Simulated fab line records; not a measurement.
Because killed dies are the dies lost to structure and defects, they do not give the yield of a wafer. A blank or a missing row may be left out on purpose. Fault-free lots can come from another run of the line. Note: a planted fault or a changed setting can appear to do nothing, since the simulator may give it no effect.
Which tool is to blame? :: flow n5_finfet :: route of 1938 steps, sampled at 1 step: 24 lots, 72 wafers

== WHAT EACH GAUGE READ, for each wafer ==
N5_BEOL_M5_INSPECT_13: inspects for defects (brightfield).
lot: L074
measured: day 8 17:47
on: defect_inspect-01
raw_defect_count: 536 381 470

lot: L076
measured: day 8 23:05
on: defect_inspect-02
raw_defect_count: 430 340 459

lot: L077
measured: day 9 00:23
on: defect_inspect-02
raw_defect_count: 326 413 421

lot: L075
measured: day 9 02:43
on: defect_inspect-01
raw_defect_count: 384 369 423

lot: L079
measured: day 9 06:18
on: defect_inspect-02
raw_defect_count: 422 607 477

lot: L078
measured: day 9 11:44
on: defect_inspect-02
raw_defect_count: 676 758 493

lot: L080
measured: day 9 12:24
on: defect_inspect-02
raw_defect_count: 648 470 443

lot: L081
measured: day 10 10:16
on: defect_inspect-01
raw_defect_count: 328 274 339

lot: L082
measured: day 10 13:23
on: defect_inspect-02
raw_defect_count: 502 462 615

lot: L083
measured: day 10 16:43
on: defect_inspect-01
raw_defect_count: 542 448 458

lot: L084
measured: day 10 17:05
on: defect_inspect-02
raw_defect_count: 448 567 587

lot: L086
measured: day 11 19:50
on: defect_inspect-01
raw_defect_count: 277 289 249

lot: L088
measured: day 11 20:00
on: defect_inspect-01
raw_defect_count: 627 508 702

lot: L087
measured: day 11 22:17
on: defect_inspect-02
raw_defect_count: 397 387 522

lot: L085
measured: day 11 22:47
on: defect_inspect-02
raw_defect_count: 408 700 486

lot: L090
measured: day 12 00:58
on: defect_inspect-01
raw_defect_count: 344 350 416

lot: L089
measured: day 12 02:10
on: defect_inspect-01
raw_defect_count: 300 385 432

lot: L092
measured: day 12 12:44
on: defect_inspect-01
raw_defect_count: 620 598 537

lot: L091
measured: day 12 19:36
on: defect_inspect-02
raw_defect_count: 548 668 500

lot: L093
measured: day 13 11:44
on: defect_inspect-01
raw_defect_count: 343 358 437

lot: L095
measured: day 13 11:55
on: defect_inspect-02
raw_defect_count: 530 501 585

lot: L094
measured: day 13 12:20
on: defect_inspect-01
raw_defect_count: 366 420 495

lot: L096
measured: day 14 00:30
on: defect_inspect-02
raw_defect_count: 451 391 569

lot: L097
measured: day 14 22:32
on: defect_inspect-01
raw_defect_count: 384 370 476

== EACH LOT AND THE TOOL THAT RAN IT (in order: tool; ch and the chambers of the sampled wafers; start) ==
There is no process step in the record ahead of these readings.

== WHAT THE TOOLS THEMSELVES READ (means of the sampled wafers that have a number; where no wafer has one, the mark that the record gives instead) ==
The record holds no such reading with a usual standard deviation.

== THE ANSWER, worked out from the rows above alone ==
Rule: usual is defined by the lots themselves. The widest of any qualifying gaps counts: lots, ordered by their means at a reading, are off when they make up no more than a third of the lots, leave a main group of 4 or more, and stand apart from it by 3 or more times the standard deviation of that group's means. A main group is skipped when, at the precision printed for the reading in the tables above, its means are all equal. Also off: a lot with no number at a reading for which 4 or more lots have one. The other lots that the step has rows for count as sound. First the gauges in route order, then the tools' own readings, where a lot's mean is used as printed above. At the first step where some lot is off, the reading lying furthest off is the one used; lots without a number count as furthest.
None of the lots is off at any reading shown; this tells nothing.

== WHAT THE SIMULATOR HAD PUT IN ==
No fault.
